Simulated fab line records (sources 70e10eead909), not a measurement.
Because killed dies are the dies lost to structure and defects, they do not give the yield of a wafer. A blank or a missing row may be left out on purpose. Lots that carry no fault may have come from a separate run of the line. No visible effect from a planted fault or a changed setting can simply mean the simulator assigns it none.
Chamber matching + flow nand_harc + NHARC_A_WL_FILL_ALD_10 on ald_hk-04 has 4 sister chambers
The step deposits SiO2, target thk 50 nm, pulse time 10 s, ald cycles 500. 18 wafers are shown with their chamber, then 9 later ones without.

EACH WAFER AND ITS CHAMBER
| wafer  | chamber | heater_power_w (W) | precursor_pulse_height_rel |
|--------|---------|--------------------|----------------------------|
| L077.1 | 0       | 494                | 1.010                      |
| L077.5 | 3       | 469                | 0.974                      |
| L077.6 | 0       | 486                | 0.999                      |
| L085.3 | 0       | 470                | 1.031                      |
| L085.4 | 2       | 442                | 0.973                      |
| L085.5 | 1       | 433                | 1.023                      |
| L084.3 | 2       | 426                | 1.031                      |
| L084.5 | 0       | 482                | 1.013                      |
| L084.6 | 3       | 450                | 0.987                      |
| L083.1 | 2       | 438                | 1.037                      |
| L083.3 | 3       | 442                | 0.944                      |
| L083.6 | 0       | 482                | 0.961                      |
| L089.1 | 2       | 438                | 0.962                      |
| L089.2 | 1       | 437                | 1.013                      |
| L089.5 | 2       | 424                | 0.979                      |
| L090.1 | 2       | 438                | 1.035                      |
| L090.4 | 3       | 448                | 0.991                      |
| L090.2 | 1       | 422                | 0.982                      |

SIGNATURES (means of the wafers above)
| reading                    | chamber 0 | chamber 1 | chamber 2 | chamber 3 | scatter within a chamber |
|----------------------------|-----------|-----------|-----------|-----------|--------------------------|
| heater_power_w             | 482.80    | 430.67    | 434.33    | 452.25    | 8.89                     |
| precursor_pulse_height_rel | 1.00280   | 1.00600   | 1.00283   | 0.97400   | 0.0282                   |
Rule: for a wafer and a chamber, the distance is found by dividing, reading by reading, the gap between the wafer's reading and the chamber's mean by the reading's scatter, squaring, summing and taking the root. The wafer belongs to the nearest chamber; if the next one is less than 2 further off, it can't be placed. The scatter: the root of (the sum of the squares of (reading less its chamber's mean) over the shown wafers, divided by (wafers less chambers)).

WAFERS WHOSE CHAMBER IS MISSING
| wafer  | heater_power_w (W) | precursor_pulse_height_rel |
|--------|--------------------|----------------------------|
| L094.3 | 433                | 0.994                      |
| L094.4 | 446                | 0.990                      |
| L094.6 | 470                | 1.005                      |
| L095.1 | 432                | 1.009                      |
| L095.2 | 445                | 0.987                      |
| L095.6 | 448                | 1.017                      |
| L097.1 | 449                | 1.007                      |
| L097.3 | 475                | 0.996                      |
| L097.6 | 428                | 1.021                      |

THE CHAMBER EACH PASSED THROUGH
| wafer  | from the rows above          | in truth |
|--------|------------------------------|----------|
| L094.3 | can't be placed: 2 or 1 or 3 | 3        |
| L094.4 | can't be placed: 3 or 2 or 1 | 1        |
| L094.6 | can't be placed: 0 or 3      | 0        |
| L095.1 | can't be placed: 1 or 2      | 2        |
| L095.2 | can't be placed: 3 or 2 or 1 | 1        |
| L095.6 | can't be placed: 3 or 2 or 1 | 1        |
| L097.1 | can't be placed: 3 or 2 or 1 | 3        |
| L097.3 | can't be placed: 0 or 3      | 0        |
| L097.6 | can't be placed: 1 or 2      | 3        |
0 of 9 placed correctly. Unplaceable from these rows: 9, with the true chamber sitting among the candidates in 8. 0 placed wrongly.
